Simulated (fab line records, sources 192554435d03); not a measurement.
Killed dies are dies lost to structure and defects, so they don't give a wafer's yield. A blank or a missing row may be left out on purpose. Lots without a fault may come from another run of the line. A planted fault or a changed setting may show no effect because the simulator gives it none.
Split-lot experiment | flow n5_finfet | 7 lots, 21 wafers read, on a route of 1938 steps

THE SPLIT
At N5_BEOL_M15_ILD_DEP_00 (deposits SiO2 from TEOS/O2, target thk 1629.3 nm, time 346.1 s), the setting temp_c was moved away from the recipe's 400 C on 8 of the 21 wafers read, by -1.5% to +1.1%. The other wafers ran this setting at the recipe's value.

The file shows no step between the split and the reading.

THE READING
M15_ILD_THK, in nm, at N5_BEOL_M15_THK_MEAS_01. Fault-free wafers of this fab line usually give 1629 nm, standard deviation 29 nm.

wafer  | tool, chamber at the split | temp_c as run, C | against the recipe | M15_ILD_THK, nm | against lot-mates on the recipe
L080.1 | pecvd-02, 1                | 400              | recipe             | 1637            | -
L080.2 | pecvd-02, 2                | 400              | recipe             | 1633            | -
L080.3 | pecvd-02, 0                | 400              | recipe             | 1630            | -
L081.2 | pecvd-03, 2                | 400              | recipe             | 1601            | -
L081.5 | pecvd-03, 2                | 400              | recipe             | 1582            | -
L081.6 | pecvd-03, 2                | 400              | recipe             | 1608            | -
L084.1 | pecvd-01, 2                | 400              | recipe             | 1586            | -
L084.4 | pecvd-01, 2                | 397.2            | -0.7%              | 1654            | +68
L084.6 | pecvd-01, 1                | 397.2            | -0.7%              | 1616            | +30
L083.4 | pecvd-02, 1                | 400              | recipe             | 1649            | -
L083.5 | pecvd-02, 0                | 394.1            | -1.5%              | 1715            | +66
L083.6 | pecvd-02, 2                | 394.1            | -1.5%              | 1724            | +75
L086.1 | pecvd-02, 1                | 396.2            | -1.0%              | 1662            | +15
L086.3 | pecvd-02, 2                | 396.2            | -1.0%              | 1675            | +28
L086.5 | pecvd-02, 1                | 400              | recipe             | 1647            | -
L093.2 | pecvd-01, 0                | 404.3            | +1.1%              | 1556            | -46
L093.3 | pecvd-01, 2                | 400              | recipe             | 1602            | -
L093.5 | pecvd-01, 1                | 404.3            | +1.1%              | 1537            | -65
L095.3 | pecvd-03, 1                | 400              | recipe             | 1641            | -
L095.4 | pecvd-03, 2                | 400              | recipe             | 1624            | -
L095.6 | pecvd-03, 0                | 400              | recipe             | 1635            | -

THE FIT
A straight line over all 21 wafers: M15_ILD_THK changes by -60.9 nm for each +1% of temp_c; r = -0.88; the points scatter about the line by 22 nm.
The same after taking each lot's own level away (the mean of its wafers on the recipe; 21 wafers): -46.6 nm for each +1%; r = -0.92; scatter 13 nm.
On that fit, the largest move of temp_c shifts the reading by 69 nm.
The lots' own levels span 1586.0 to 1649.0 nm, that is 2.2 times the standard deviation above.
So the lot-to-lot level changes the slope: the two fits differ.
Check: with one of the wafers moved furthest among these (-1.5%) left out of the fit, the line predicts +68.4 nm for it against its lot-mates. It came out at +66 nm against them.

OTHER SPLITS ON THESE WAFERS
These wafers also went through other splits before the reading. Each is held against what the fit with the lots' levels taken away leaves over:
other split on the same wafers    | wafers away from the commonest value | r with M15_ILD_THK (lot level and that fit taken away)
N5_BEOL_M12_STRIP_63 h2_flow_sccm | 5                                    | -0.51
N5_BEOL_M12_ETCH_68 time_s        | 7                                    | -0.26
N5_BEOL_M12_SPUTTER_44 time_s     | 4                                    | +0.07
N5_BEOL_M13_SPUTTER_44 power_w    | 8                                    | +0.22
N5_BEOL_M14_DEP_53 time_s         | 7                                    | +0.22

THE WHOLE CHAIN: every reading that the file lists as answering this split, in the file's order
step                    | what it does                                                   | reading                                                                             | change (the file's fit)              | r (the file's)
N5_BEOL_M15_ILD_DEP_00  | deposits SiO2 from TEOS/O2, target thk 1629.3 nm, time 346.1 s | SiO2_of_BEOL_M15_ILD_DEP_00.thk_nm (the simulator's own value, which no gauge read) | -46.3 nm for each +1% of the setting | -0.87
N5_BEOL_M15_THK_MEAS_01 |                                                                | M15_ILD_THK                                                                         | -46.1 for each +1% of the setting    | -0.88
N5_BEOL_M15_VIA_ETCH_16 | etches SiO2 in C4F8/O2/Ar, target depth 1792.2 nm              | etch.depth_nm (the simulator's own value, which no gauge read)                      | -46.3 nm for each +1% of the setting | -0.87
N5_BEOL_M15_ETCH_38     | etches SiCN in CF4/N2, target depth 106.4 nm, time 120.5 s     | SiO2_of_BEOL_M15_ILD_DEP_00.thk_nm (the simulator's own value, which no gauge read) | -44.7 nm for each +1% of the setting | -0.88

THE FILE'S OWN FIT
M15_ILD_THK changes by -46.1 nm for each +1% of temp_c, r = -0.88.
